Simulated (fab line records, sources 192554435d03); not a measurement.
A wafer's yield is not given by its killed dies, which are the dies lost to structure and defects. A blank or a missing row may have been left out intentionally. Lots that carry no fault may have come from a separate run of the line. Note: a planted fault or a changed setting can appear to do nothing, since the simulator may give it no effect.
What tool caused it? | flow n5Finfet | Sampling: 12 lots, 36 wafers, 3 of 1938 route steps

## WHAT EACH GAUGE READ, for each wafer
N5_BEOL_M13_INSPECT_12: inspects for defects (macro).
lot  | measured     | on               | rawDefectCount
L075 | day 11 20:29 | defectInspect-01 | 2 1 5
L077 | day 12 07:15 | defectInspect-01 | 4 2 2
L079 | day 12 13:41 | defectInspect-02 | 0 5 2
L081 | day 12 18:09 | defectInspect-02 | 6 2 1
L083 | day 13 10:09 | defectInspect-02 | 3 2 4
L085 | day 14 02:24 | defectInspect-02 | 2 2 3
L087 | day 14 16:57 | defectInspect-01 | 0 0 3
L090 | day 15 03:03 | defectInspect-02 | 0 3 2
L091 | day 15 10:05 | defectInspect-01 | 3 2 2
L094 | day 16 04:28 | defectInspect-02 | 4 2 1
L092 | day 16 07:05 | defectInspect-02 | 4 1 3
L097 | day 17 10:04 | defectInspect-02 | 2 1 0

## EACH LOT AND THE TOOL THAT RAN IT (in order: tool; ch and the chambers of the sampled wafers; start)
lot  | N5_BEOL_M12_STRIP_37                | N5_BEOL_M12_DEP_53
L075 | plasmaAsher-01 ch 0,1, day 11 16:33 | pecvd-03 ch 1,2, day 11 19:43
L077 | plasmaAsher-01 ch 0,1, day 12 03:19 | pecvd-01 ch 0,2, day 12 06:37
L079 | plasmaAsher-01 ch 0,1, day 12 09:11 | pecvd-03 ch 0,2, day 12 13:04
L081 | plasmaAsher-01 ch 0,1, day 12 12:50 | pecvd-04 ch 0,2, day 12 17:25
L083 | plasmaAsher-02 ch 0,1, day 13 06:25 | pecvd-04 ch 0,2, day 13 09:23
L085 | plasmaAsher-02 ch 0,1, day 13 20:48 | pecvd-03 ch 0,1, day 14 01:46
L087 | plasmaAsher-01 ch 0,1, day 14 12:23 | pecvd-04 ch 0,1, day 14 16:02
L090 | plasmaAsher-01 ch 0,1, day 14 22:14 | pecvd-01 ch 0,2, day 15 02:13
L091 | plasmaAsher-02 ch 0,1, day 15 07:47 | pecvd-03 ch 1,2, day 15 09:19
L094 | plasmaAsher-02 ch 0,1, day 16 01:21 | pecvd-03 ch 0,1,2, day 16 03:43
L092 | plasmaAsher-01 ch 0,1, day 16 02:55 | pecvd-04 ch 0,1,2, day 16 06:28
L097 | plasmaAsher-02 ch 0,1, day 17 05:59 | pecvd-04 ch 0,1,2, day 17 09:25
- N5_BEOL_M12_STRIP_37: strips in N2/H2.
- N5_BEOL_M12_DEP_53: deposits SiCN from 3MS/NH3, target thk 30 nm, time 10.5 s.

## THE ANSWER, worked out from the rows above alone
Rule: usual is defined by the lots themselves. The widest of any qualifying gaps counts: lots, ordered by their means at a reading, are off when they make up no more than a third of the lots, leave a main group of 4 or more, and stand apart from it by 3 or more times the standard deviation of that group's means. If all means in a main group match to the digits the tables above print for the reading, that group is not used. A lot without any number at a reading at which 4 lots or more have one is off too. The other lots that the step has rows for count as sound.
No lot is off at any reading shown: from this, nothing can be told.

## WHAT THE SIMULATOR PUT IN
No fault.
